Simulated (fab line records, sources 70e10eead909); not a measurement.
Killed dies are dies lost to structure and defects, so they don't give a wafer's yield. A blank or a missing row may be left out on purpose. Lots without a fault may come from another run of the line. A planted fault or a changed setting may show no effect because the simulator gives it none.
A struck lot beside a sound one | flow nand_harc | 39 steps out of a route of 1159
Sound: wafers L148.1, L148.3, L148.4. Struck: wafers L163.4, L163.5, L163.6. The cause comes at the end.
At each step with rows: each side's tool, then ch and its chambers, then its first start. Under that, the readings that differ: sound wafers | struck wafers | difference of the means | sigmas: that difference in standard deviations of wafers without a fault.
alike: readings whose means differ by less than 2 such deviations, and words and numbers that are the same on both sides. not compared: withheld readings, readings that some wafer has no value for, bounds like >300 that may hide the same value, and numbers for which the record gives no deviation and whose values overlap.
The two part at a step that has a row with sigmas, a row that says differs or no value, or rows on one side only. Numbers that don't overlap but have no deviation are shown without sigmas and don't part them. A reading that every wafer of one side lacks parts them only if that side has two wafers or more.

first, 1 step without rows for these wafers: NHARC_A_ONON_D1_DEP_09 (target thk 1000 nm).
NHARC_A_ONON_D1_THK_MEAS_11: measures by ellipsometry.
  sound on film_metro-01, day 8 08:13; struck on film_metro-02, day 11 21:39
  alike: thk_nm
then, 1 step without rows for these wafers: NHARC_A_ONON_D1_DEP_12 (target thk 1000 nm).
NHARC_A_ONON_D1_THK_MEAS_14: measures by ellipsometry.
  sound on film_metro-01, day 8 08:46; struck on film_metro-02, day 11 22:13
  alike: thk_nm
then, 2 steps without rows for these wafers: NHARC_A_ONON_D1_ANNEAL_15 (time 3600 s); NHARC_A_ONON_D1_DEP_16 (target thk 1000 nm).
NHARC_A_ONON_D1_THK_MEAS_18: measures by ellipsometry.
  sound on film_metro-01, day 8 18:10; struck on film_metro-02, day 12 05:17
  alike: thk_nm
then, 1 step without rows for these wafers: NHARC_A_ONON_D1_DEP_19 (target thk 1000 nm).
NHARC_A_ONON_D1_THK_MEAS_21: measures by ellipsometry.
  sound on film_metro-01, day 8 18:44; struck on film_metro-02, day 12 05:52
  reading     | sound       | struck         | difference | sigmas
  thk_nm (nm) | 995 993 996 | 1015 1017 1015 | +21        | +2
then, 1 step without rows for these wafers: NHARC_A_ONON_D1_DEP_22 (target thk 1000 nm).
NHARC_A_ONON_D1_THK_MEAS_24: measures by ellipsometry.
  sound on film_metro-01, day 8 19:19; struck on film_metro-01, day 12 06:26
  alike: thk_nm
NHARC_A_ONON_D1_DEP_25: target thk 1000 nm.
  sound on pecvd_onon-03 ch 0, day 8 19:22; struck on pecvd_onon-02 ch 0, day 12 06:40
NHARC_A_ONON_D1_THK_MEAS_27: measures by ellipsometry.
  sound on film_metro-01, day 8 19:52; struck on film_metro-02, day 12 07:00
  alike: thk_nm
then, 1 step without rows for these wafers: NHARC_A_ONON_D1_DEP_28 (target thk 1000 nm).
NHARC_A_ONON_D1_THK_MEAS_30: measures by ellipsometry.
  sound on film_metro-01, day 8 20:26; struck on film_metro-01, day 12 07:34
  alike: thk_nm
then, 1 step without rows for these wafers: NHARC_A_ONON_D1_DEP_33 (deposits SiO2, target thk 200 nm).
NHARC_A_ONON_D1_THK_MEAS_34: measures by ellipsometry.
  sound on film_metro-01, day 8 20:55; struck on film_metro-02, day 12 08:03
  alike: thk_nm
NHARC_A_CHANNEL_HOLE_D1_DEP_00: deposits aC, target thk 3100 nm.
  sound on acl_dep-03 ch 0, day 9 01:37; struck on acl_dep-01 ch 0, day 12 09:08
  alike: throttle_valve_pct
NHARC_A_CHANNEL_HOLE_D1_DEP_01: deposits SiON, target thk 140 nm.
  sound on pecvd-02 ch 0,1, day 9 03:34; struck on pecvd-02 ch 0,1,2, day 12 10:11
  alike: heater_power_w
then, 10 steps without rows for these wafers: NHARC_A_CHANNEL_HOLE_D1_DEHYDRATE_02 (time 120 s); NHARC_A_CHANNEL_HOLE_D1_HMDS_03 (time 30 s); NHARC_A_CHANNEL_HOLE_D1_COAT_36 (time 75 s); NHARC_A_CHANNEL_HOLE_D1_COAT_37 (time 65 s); NHARC_A_CHANNEL_HOLE_D1_COAT_04 (resist thk 90 nm); NHARC_A_CHANNEL_HOLE_D1_SOFTBAKE_05 (time 55 s); NHARC_A_CHANNEL_HOLE_D1_EBR_06; NHARC_A_CHANNEL_HOLE_D1_EXPOSE_07 (exposes mask HOLE D1, target cd 100 nm); NHARC_A_CHANNEL_HOLE_D1_PEB_08 (peb time 65 s); NHARC_A_CHANNEL_HOLE_D1_DEVELOP_09 (develop time 35 s).
NHARC_A_CHANNEL_HOLE_D1_CD_MEAS_10: target cd 100 nm.
  sound on cd_sem-03 ch 0, day 9 04:13; struck on cd_sem-03 ch 0, day 12 10:43
  reading    | sound          | struck            | difference | sigmas
  cd_nm (nm) | 98.9 99.3 99.4 | 101.4 101.3 101.2 | +2.1       | +3
NHARC_A_CHANNEL_HOLE_D1_OVL_MEAS_11:
  sound on overlay-02, day 9 04:18; struck on overlay-01, day 12 10:47
  reading           | sound       | struck         | difference | sigmas
  overlay_x_nm (nm) | 1.4 1.8 1.8 | -1.8 -1.5 -1.7 | -3.3       | -4
  alike: overlay_y_nm
NHARC_A_CHANNEL_HOLE_D1_DESCUM_15: chemistry O2, time 3 s.
  sound on rie_diel-12 ch 0,1,2, day 9 04:23; struck on rie_diel-12 ch 2,3, day 12 10:53
  alike: drypump_motor_current_A, oes_product_au, rf_vpp_V, showerhead_plenum_p_Torr, throttle_valve_pct
  not compared: rf_hours_counter_h
NHARC_A_CHANNEL_HOLE_D1_ETCH_38: etches the open film in CF4, target depth 39 nm, time 65 s.
  sound on rie_diel-12 ch 0,1,2, day 9 04:29; struck on rie_diel-12 ch 1,2, day 12 10:59
  alike: drypump_motor_current_A, oes_product_au, rf_vpp_V, showerhead_plenum_p_Torr, throttle_valve_pct
  not compared: rf_hours_counter_h
then, 1 step without rows for these wafers: NHARC_A_CHANNEL_HOLE_D1_ETCH_39 (etches the open film in N2/H2, target depth 260 nm, time 325 s).
NHARC_A_CHANNEL_HOLE_D1_ETCH_34: etches the open film in CF4/CHF3, target depth 154 nm, time 77 s.
  sound on rie_diel-12 ch 0,1,3; struck on rie_diel-12 ch 1,2
  reading               | sound             | struck            | difference | sigmas
  oes_product_au (a.u.) | 1.011 0.992 0.971 | 0.935 0.926 0.946 | -0.056     | -2
  alike: drypump_motor_current_A, rf_vpp_V, showerhead_plenum_p_Torr, throttle_valve_pct
  not compared: rf_hours_counter_h
then, 1 step without rows for these wafers: NHARC_A_CHANNEL_HOLE_D1_ETCH_16 (etches the open film in O2/COS, target depth 3100 nm, time 806 s).
NHARC_A_CHANNEL_HOLE_D1_CD_MEAS_18:
  sound on cd_sem-03, day 9 05:31; struck on cd_sem-03, day 12 12:00
  alike: cd_nm
then, 1 step without rows for these wafers: NHARC_A_CHANNEL_HOLE_D1_ETCH_19 (etches the open film in C4F8/O2/Ar, time 34.5 s).
-- the record jumps here: 12 days lie between the struck wafers' starts before and after (it left off in module A_CHANNEL_HOLE_D1 and takes up again in module END, whose first step shown is number 1159 of the route) --
NHARC_END_SORT_01:
  the record has rows for the struck wafers here (prober-02 ch 0, day 24 04:17) and none for the sound ones

WHERE THEY PART
First at NHARC_A_ONON_D1_THK_MEAS_21; last, within this record, at NHARC_END_SORT_01.

WHY: what the simulator had put in
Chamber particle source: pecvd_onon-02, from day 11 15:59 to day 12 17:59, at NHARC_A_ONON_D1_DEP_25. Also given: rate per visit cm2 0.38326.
